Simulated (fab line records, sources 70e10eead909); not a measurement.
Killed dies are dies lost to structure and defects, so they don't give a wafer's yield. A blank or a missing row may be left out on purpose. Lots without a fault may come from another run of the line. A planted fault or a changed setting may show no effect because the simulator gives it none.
Which tool did it? | flow nand_harc | 24 lots, 72 wafers sampled, at 6 steps of a route of 1302

WHAT THE GAUGES READ, wafer by wafer
NHARC_A_ONON_D2_THK_MEAS_08: measures by ellipsometry. Usual: thk_nm 1000 nm, standard deviation 9.4.
lot  | measured     | on            | thk_nm (nm)    | flag
L074 | day 12 11:26 | film_metro-02 | 990 990 991    |
L075 | day 13 04:51 | film_metro-02 | 1007 1008 1007 |
L076 | day 13 04:51 | film_metro-01 | 994 995 995    |
L077 | day 14 00:48 | film_metro-02 | 1011 1011 1010 |
L078 | day 14 05:05 | film_metro-02 | 999 999 1000   |
L079 | day 14 10:58 | film_metro-01 | 1000 996 996   |
L080 | day 14 20:13 | film_metro-02 | 1010 1010 1008 |
L081 | day 15 22:13 | film_metro-02 | 988 990 989    |
L082 | day 15 23:18 | film_metro-01 | 1005 1007 1007 |
L083 | day 16 13:42 | film_metro-02 | 1004 1006 1004 |
L085 | day 16 22:43 | film_metro-01 | 1014 1010 1011 |
L084 | day 16 22:54 | film_metro-01 | 985 985 984    |
L086 | day 17 12:35 | film_metro-01 | 1005 1005 1005 |
L087 | day 17 15:05 | film_metro-01 | 1006 1007 1006 |
L089 | day 18 16:42 | film_metro-01 | 1002 1003 1003 |
L088 | day 18 16:42 | film_metro-02 | 1003 1003 1002 |
L090 | day 19 07:45 | film_metro-01 | 998 997 997    |
L091 | day 19 22:06 | film_metro-01 | 992 992 990    |
L092 | day 19 22:27 | film_metro-02 | 1010 1009 1010 |
L094 | day 20 15:37 | film_metro-02 | 986 988 985    |
L093 | day 20 18:12 | film_metro-02 | 990 990 989    |
L095 | day 21 14:03 | film_metro-01 | 1010 1010 1010 |
L096 | day 21 21:07 | film_metro-02 | 985 985 985    |
L097 | day 22 23:23 | film_metro-02 | 1016 1016 1017 |

NHARC_A_ONON_D2_THK_MEAS_27: measures by ellipsometry. Usual: thk_nm 997 nm, standard deviation 11.
lot  | measured     | on            | thk_nm (nm)    | flag
L074 | day 12 22:01 | film_metro-01 | 1008 1007 1004 |
L075 | day 13 17:38 | film_metro-01 | 993 995 993    |
L076 | day 13 17:38 | film_metro-02 | 985 985 985    |
L077 | day 14 11:51 | film_metro-01 | 988 991 989    |
L078 | day 14 18:40 | film_metro-01 | 996 998 996    |
L079 | day 14 18:37 | film_metro-02 | 998 997 998    |
L080 | day 15 06:25 | film_metro-02 | 1013 1014 1012 |
L081 | day 16 08:23 | film_metro-02 | 999 1001 998   |
L082 | day 16 08:24 | film_metro-01 | 980 981 982    |
L083 | day 17 00:15 | film_metro-01 | 992 991 994    |
L085 | day 17 09:20 | film_metro-02 | 983 982 983    |
L084 | day 17 09:19 | film_metro-01 | 1002 1002 999  |
L086 | day 17 23:07 | film_metro-02 | 986 987 988    |
L087 | day 17 23:08 | film_metro-01 | 997 996 996    |
L089 | day 19 02:52 | film_metro-01 | 1000 1001 1003 |
L088 | day 19 02:55 | film_metro-02 | 994 997 994    |
L090 | day 19 19:51 | film_metro-02 | 1021 1021 1023 |
L091 | day 20 08:59 | film_metro-02 | 991 992 992    |
L092 | day 20 09:00 | film_metro-01 | 1003 1003 1003 |
L094 | day 21 02:28 | film_metro-01 | 1019 1017 1019 |
L093 | day 21 02:28 | film_metro-02 | 1001 999 999   |
L095 | day 22 04:37 | film_metro-01 | 981 979 983    |
L096 | day 22 04:34 | film_metro-02 | 993 993 990    |
L097 | day 23 07:54 | film_metro-02 | 989 991 990    |

NHARC_A_CHANNEL_FILL_D2_INSPECT_13. Usual: raw_defect_count 404, standard deviation 170.
lot  | measured     | on                | raw_defect_count | flag
L074 | day 15 11:29 | defect_inspect-02 | 267 208 197      |
L075 | day 16 07:27 | defect_inspect-02 | 321 316 294      |
L076 | day 16 07:17 | defect_inspect-02 | 444 272 392      |
L077 | day 16 22:50 | defect_inspect-02 | 662 806 737      |
L078 | day 17 12:00 | defect_inspect-02 | 369 447 660      |
L079 | day 17 11:50 | defect_inspect-02 | 244 385 330      |
L080 | day 17 22:05 | defect_inspect-01 | 402 401 671      |
L081 | day 18 21:22 | defect_inspect-01 | 379 311 340      |
L082 | day 19 00:55 | defect_inspect-02 | 782 659 441      |
L083 | day 19 15:44 | defect_inspect-02 | 336 306 326      |
L085 | day 20 04:24 | defect_inspect-01 | 279 714 282      |
L084 | day 20 00:50 | defect_inspect-02 | 266 389 404      |
L086 | day 20 10:20 | defect_inspect-02 | 582 347 446      |
L087 | day 20 10:11 | defect_inspect-02 | 652 364 370      |
L089 | day 21 16:07 | defect_inspect-02 | 629 941 1019     |
L088 | day 21 16:07 | defect_inspect-01 | 328 338 314      |
L090 | day 22 10:59 | defect_inspect-01 | 374 338 235      |
L091 | day 22 22:38 | defect_inspect-02 | 376 217 328      |
L092 | day 22 22:40 | defect_inspect-01 | 430 413 291      |
L094 | day 23 16:51 | defect_inspect-02 | 216 373 362      |
L093 | day 23 13:13 | defect_inspect-02 | 485 448 377      |
L095 | day 24 17:01 | defect_inspect-02 | 367 291 351      |
L096 | day 24 17:01 | defect_inspect-02 | 227 341 231      |
L097 | day 25 20:44 | defect_inspect-02 | 385 272 241      |

WHICH TOOL RAN EACH LOT (tool, then ch and the chambers of the sampled wafers, then the start)
lot  | NHARC_A_ONON_D2_DEP_33          | NHARC_A_CHANNEL_HOLE_D2_ETCH_34               | NHARC_A_CHANNEL_HOLE_D2_XSEM_32
L074 | pecvd-04 ch 0,1,2, day 12 22:38 | rie_diel-10 ch 2,3, day 13 08:47 or earlier   | xsem-01 ch 0, day 13 08:47
L075 | pecvd-04 ch 0,1,2, day 13 18:17 | rie_diel-10 ch 0,1,2, day 14 06:16 or earlier | xsem-02 ch 0, day 14 06:16
L076 | pecvd-03 ch 0,1,2, day 13 18:16 | rie_diel-10 ch 1,2,3, day 14 08:17 or earlier | xsem-01 ch 0, day 14 08:17
L077 | pecvd-01 ch 1,2, day 14 12:40   | rie_diel-05 ch 0,2, day 14 23:04 or earlier   | xsem-02 ch 0, day 14 23:04
L078 | pecvd-03 ch 0,1, day 14 19:19   | rie_diel-06 ch 1,2,3, day 15 08:40 or earlier | xsem-02 ch 0, day 15 08:40
L079 | pecvd-04 ch 0,1,2, day 14 19:14 | rie_diel-10 ch 0,2,3, day 15 07:23 or earlier | xsem-01 ch 0, day 15 07:23
L080 | pecvd-03 ch 0,1, day 15 07:03   | rie_diel-06 ch 1,2,3, day 15 20:22 or earlier | xsem-02 ch 0, day 15 20:22
L081 | pecvd-01 ch 1,2, day 16 09:01   | rie_diel-06 ch 0,1, day 16 20:49 or earlier   | xsem-02 ch 0, day 16 20:49
L082 | pecvd-01 ch 1,2, day 16 09:20   | rie_diel-10 ch 1,2, day 17 00:08 or earlier   | xsem-02 ch 0, day 17 00:08
L083 | pecvd-03 ch 1,2, day 17 00:52   | rie_diel-06 ch 0,2, day 17 16:24 or earlier   | xsem-01 ch 0, day 17 16:24
L085 | pecvd-01 ch 0,1,2, day 17 10:03 | rie_diel-06 ch 2,3, day 17 21:10 or earlier   | xsem-01 ch 0, day 17 21:10
L084 | pecvd-04 ch 0,2, day 17 09:56   | rie_diel-05 ch 0,1,3, day 17 22:20 or earlier | xsem-02 ch 0, day 17 22:20
L086 | pecvd-04 ch 0,1, day 17 23:44   | rie_diel-06 ch 1,2,3, day 18 09:54 or earlier | xsem-02 ch 0, day 18 09:54
L087 | pecvd-03 ch 0,1,2, day 17 23:52 | rie_diel-10 ch 0,1,2, day 18 10:04 or earlier | xsem-01 ch 0, day 18 10:04
L089 | pecvd-04 ch 1,2, day 19 03:30   | rie_diel-10 ch 0,3, day 19 13:58 or earlier   | xsem-01 ch 0, day 19 13:58
L088 | pecvd-01 ch 1,2, day 19 03:34   | rie_diel-06 ch 0,1, day 19 16:02 or earlier   | xsem-02 ch 0, day 19 16:02
L090 | pecvd-01 ch 0,2, day 19 20:31   | rie_diel-05 ch 1,2,3, day 20 10:20 or earlier | xsem-02 ch 0, day 20 10:20
L091 | pecvd-04 ch 1,2, day 20 09:46   | rie_diel-05 ch 0,1,3, day 20 22:28 or earlier | xsem-01 ch 0, day 20 22:28
L092 | pecvd-03 ch 0,2, day 20 09:50   | rie_diel-06 ch 0,1,3, day 20 22:49 or earlier | xsem-02 ch 0, day 20 22:49
L094 | pecvd-04 ch 0,1, day 21 03:05   | rie_diel-05 ch 2,3, day 21 15:54 or earlier   | xsem-02 ch 0, day 21 15:54
L093 | pecvd-01 ch 0,1,2, day 21 03:11 | rie_diel-10 ch 0,1,3, day 21 13:20 or earlier | xsem-01 ch 0, day 21 13:20
L095 | pecvd-04 ch 0,1, day 22 05:14   | rie_diel-05 ch 0,1,2, day 22 16:46 or earlier | xsem-01 ch 0, day 22 16:46
L096 | pecvd-03 ch 1,2, day 22 05:11   | rie_diel-06 ch 0,1,2, day 22 16:18 or earlier | xsem-02 ch 0, day 22 16:18
L097 | pecvd-04 ch 0,1,2, day 23 08:46 | rie_diel-06 ch 1,2, day 23 22:42 or earlier   | xsem-02 ch 0, day 23 22:42
- NHARC_A_ONON_D2_DEP_33: deposits SiO2, target thk 200 nm.
- NHARC_A_CHANNEL_HOLE_D2_ETCH_34: etches the open film in CF4/CHF3, target depth 154 nm, time 77 s.
- NHARC_A_CHANNEL_HOLE_D2_XSEM_32

WHAT THE TOOLS THEMSELVES READ (means of the sampled wafers that have a number; where no wafer has one, the mark that the record gives instead)
NHARC_A_ONON_D2_DEP_33. Usual: chamber_pressure_Torr 6.500 Torr, standard deviation 0.015; flow_sccm 2650 sccm, standard deviation 7.6; heater_power_w 595 W, standard deviation 100; throttle_valve_pct 16.0 %, standard deviation 0.6.
lot  | tool     | chamber_pressure_Torr (Torr) | flow_sccm (sccm) | heater_power_w (W) | throttle_valve_pct (%) | flag
L074 | pecvd-04 | 6.493                        | 2649             | 662                | 15.6                   |
L075 | pecvd-04 | 6.503                        | 2646             | 669                | 15.6                   |
L076 | pecvd-03 | 6.505                        | 2640             | 526                | 16.2                   |
L077 | pecvd-01 | 6.503                        | 2653             | 523                | 16.4                   |
L078 | pecvd-03 | 6.511                        | 2644             | 532                | 16.2                   |
L079 | pecvd-04 | 6.501                        | 2646             | 725                | 15.6                   |
L080 | pecvd-03 | 6.501                        | 2643             | 587                | 16.4                   |
L081 | pecvd-01 | 6.499                        | 2655             | 447                | 16.8                   |
L082 | pecvd-01 | 6.500                        | 2644             | 467                | 16.7                   |
L083 | pecvd-03 | 6.509                        | 2649             | 562                | 15.7                   |
L085 | pecvd-01 | 6.504                        | 2655             | 535                | 16.6                   |
L084 | pecvd-04 | 6.517                        | 2652             | 694                | 16.1                   |
L086 | pecvd-04 | 6.494                        | 2656             | 616                | 15.7                   |
L087 | pecvd-03 | 6.497                        | 2646             | 545                | 16.0                   |
L089 | pecvd-04 | 6.496                        | 2649             | 745                | 15.3                   |
L088 | pecvd-01 | 6.502                        | 2650             | 536                | 16.5                   |
L090 | pecvd-01 | 6.493                        | 2656             | 598                | 16.8                   |
L091 | pecvd-04 | 6.498                        | 2648             | 647                | 15.2                   |
L092 | pecvd-03 | 6.511                        | 2651             | 537                | 16.1                   |
L094 | pecvd-04 | 6.501                        | 2656             | 579                | 15.5                   |
L093 | pecvd-01 | 6.499                        | 2649             | 578                | 16.7                   |
L095 | pecvd-04 | 6.510                        | 2646             | 596                | 15.6                   |
L096 | pecvd-03 | 6.519                        | 2647             | 562                | 16.0                   |
L097 | pecvd-04 | 6.503                        | 2645             | 649                | 15.4                   |

NHARC_A_CHANNEL_HOLE_D2_ETCH_34. Usual: drypump_motor_current_A 5.4 A, standard deviation 0.48; oes_product_au 0.959 a.u., standard deviation 0.023; rf_vpp_V 370.7 V, standard deviation 1.8; showerhead_plenum_p_Torr 1.58 Torr, standard deviation 0.053; throttle_valve_pct 16.801 %, standard deviation 0.0088.
lot  | tool        | drypump_motor_current_A (A) | oes_product_au (a.u.) | rf_vpp_V (V) | showerhead_plenum_p_Torr (Torr) | throttle_valve_pct (%) | flag
L074 | rie_diel-10 | 5.2                         | 0.994                 | 372.7        | 1.61                            | 16.797                 |
L075 | rie_diel-10 | 5.1                         | 0.972                 | 369.3        | 1.56                            | 16.802                 |
L076 | rie_diel-10 | 5.0                         | 0.979                 | 371.3        | 1.59                            | 16.794                 |
L077 | rie_diel-05 | 6.2                         | 0.972                 | 370.9        | 1.57                            | 16.794                 |
L078 | rie_diel-06 | 5.3                         | 0.982                 | 372.4        | 1.61                            | 16.791                 |
L079 | rie_diel-10 | 5.2                         | 0.978                 | 370.5        | 1.57                            | 16.809                 |
L080 | rie_diel-06 | 5.3                         | 0.960                 | 372.1        | 1.61                            | 16.808                 |
L081 | rie_diel-06 | 5.1                         | 0.956                 | 372.2        | 1.62                            | 16.792                 |
L082 | rie_diel-10 | 5.0                         | 0.933                 | 371.2        | 1.61                            | 16.800                 |
L083 | rie_diel-06 | 5.3                         | 0.935                 | 369.6        | 1.55                            | 16.807                 |
L085 | rie_diel-06 | 5.4                         | 0.958                 | 371.2        | 1.61                            | 16.796                 |
L084 | rie_diel-05 | 6.2                         | 0.919                 | 369.9        | 1.55                            | 16.804                 |
L086 | rie_diel-06 | 5.3                         | 0.961                 | 371.8        | 1.61                            | 16.799                 |
L087 | rie_diel-10 | 5.1                         | 0.926                 | 369.8        | 1.55                            | 16.810                 |
L089 | rie_diel-10 | 5.3                         | 0.962                 | 368.9        | 1.51                            | 16.804                 |
L088 | rie_diel-06 | 5.1                         | 0.944                 | 371.7        | 1.62                            | 16.801                 |
L090 | rie_diel-05 | 6.1                         | 0.971                 | 371.3        | 1.58                            | 16.803                 |
L091 | rie_diel-05 | 6.2                         | 0.968                 | 369.2        | 1.55                            | 16.801                 |
L092 | rie_diel-06 | 5.3                         | 0.919                 | 371.8        | 1.62                            | 16.792                 |
L094 | rie_diel-05 | 6.2                         | 0.973                 | 371.6        | 1.60                            | 16.812                 |
L093 | rie_diel-10 | 5.1                         | 0.967                 | 369.3        | 1.54                            | 16.793                 |
L095 | rie_diel-05 | 6.0                         | 0.977                 | 371.4        | 1.59                            | 16.801                 |
L096 | rie_diel-06 | 5.2                         | 0.965                 | 371.2        | 1.58                            | 16.803                 |
L097 | rie_diel-06 | 5.1                         | 0.959                 | 371.0        | 1.60                            | 16.797                 |

NHARC_A_CHANNEL_HOLE_D2_XSEM_32. Usual: bot_cd_nm 74.3 nm, standard deviation 2.1; bow_nm 8.6 nm, standard deviation 0.31; tilt_deg 0.06 degrees, standard deviation 0.035.
lot  | tool    | bot_cd_nm (nm) | bow_nm (nm) | tilt_deg (degrees) | flag
L074 | xsem-01 | 73.9           | 8.2         | 0.09               |
L075 | xsem-02 | 75.7           | 8.8         | 0.08               |
L076 | xsem-01 | 73.5           | 8.8         | 0.03               |
L077 | xsem-02 | 75.0           | 8.2         | 0.08               |
L078 | xsem-02 | 73.8           | 8.5         | 0.05               |
L079 | xsem-01 | 74.3           | 9.0         | 0.03               |
L080 | xsem-02 | 73.4           | 8.2         | 0.08               |
L081 | xsem-02 | 75.1           | 8.5         | 0.09               |
L082 | xsem-02 | 74.2           | 8.9         | 0.05               |
L083 | xsem-01 | 77.5           | 8.9         | 0.03               |
L085 | xsem-01 | 74.9           | 8.6         | 0.03               |
L084 | xsem-02 | 75.0           | 8.6         | 0.01               |
L086 | xsem-02 | 75.7           | 8.9         | 0.06               |
L087 | xsem-01 | 77.8           | 8.9         | 0.11               |
L089 | xsem-01 | 74.6           | 8.3         | 0.01               |
L088 | xsem-02 | 74.2           | 8.6         | 0.12               |
L090 | xsem-02 | 75.8           | 8.9         | 0.02               |
L091 | xsem-01 | 71.8           | 9.3         | 0.00               |
L092 | xsem-02 | 72.6           | 8.8         | 0.07               |
L094 | xsem-02 | 72.7           | 8.6         | 0.08               |
L093 | xsem-01 | 73.3           | 8.4         | 0.12               |
L095 | xsem-01 | 75.2           | 8.1         | 0.08               |
L096 | xsem-02 | 73.4           | 9.3         | 0.10               |
L097 | xsem-02 | 74.1           | 8.5         | 0.04               |

THE ANSWER, worked out from the rows above alone
Rule: a lot is off if the mean of its wafers that have a number lies more than 3 standard deviations from the usual mean. A lot without any number at a reading at which 4 lots or more have one is off too. The other lots that the step has rows for count as sound. The gauges are gone through in route order, then the tools' own readings, and for those a lot's mean is taken as printed above. The first step at which some lot is off is used, and at that step the reading that is off furthest; a lot without a number counts as furthest.
No lot is off at any reading shown: from this, nothing can be told.

WHAT THE SIMULATOR HAD PUT IN
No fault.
